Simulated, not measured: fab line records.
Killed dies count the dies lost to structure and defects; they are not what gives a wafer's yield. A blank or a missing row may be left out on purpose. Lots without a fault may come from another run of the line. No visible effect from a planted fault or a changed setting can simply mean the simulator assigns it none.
Matching of chambers    flow nand-harc    pecvd-01 running NHARC_P_M1_PRE_CLEAN_32: 3 sister chambers
The step time 12 s. 6 wafers are shown with their chamber, then 8 later ones without.

== WAFERS WITH THEIR CHAMBER ==
wafer   chamber  heater-power-w (W)
L085.4  2        538
L085.6  1        637
L091.1  1        658
L091.2  2        589
L091.3  0        670
L091.4  0        674

== WAFERS WITH NO CHAMBER GIVEN ==
wafer   heater-power-w (W)
L091.5  601
L091.6  659
L093.1  704
L093.2  697
L093.3  493
L093.4  504
L093.5  689
L093.6  687

== WHICH CHAMBER EACH WENT THROUGH ==
wafer   from the rows above           in truth
L091.5  can't be placed: 2 or 1 or 0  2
L091.6  can't be placed: 1 or 0       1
L093.1  can't be placed: 0 or 1       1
L093.2  can't be placed: 0 or 1       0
L093.3  2                             2
L093.4  2                             2
L093.5  can't be placed: 0 or 1       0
L093.6  can't be placed: 0 or 1       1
2 of 8 placed correctly. These rows do not allow placing 6 (true chamber among the candidates in 6). Placed wrongly: 0.
How it was worked out, from the rows above alone: a wafer's distance from a chamber is the root of the sum, over the readings, of the square of ((its reading less the chamber's mean) divided by the reading's scatter). The wafer belongs to the nearest chamber; if the next one is less than 2 further off, it can't be placed. The mean given for a chamber averages the wafers shown for that chamber. The scatter: the root of (the sum of the squares of (reading less its chamber's mean) over the shown wafers, divided by (wafers less chambers)).
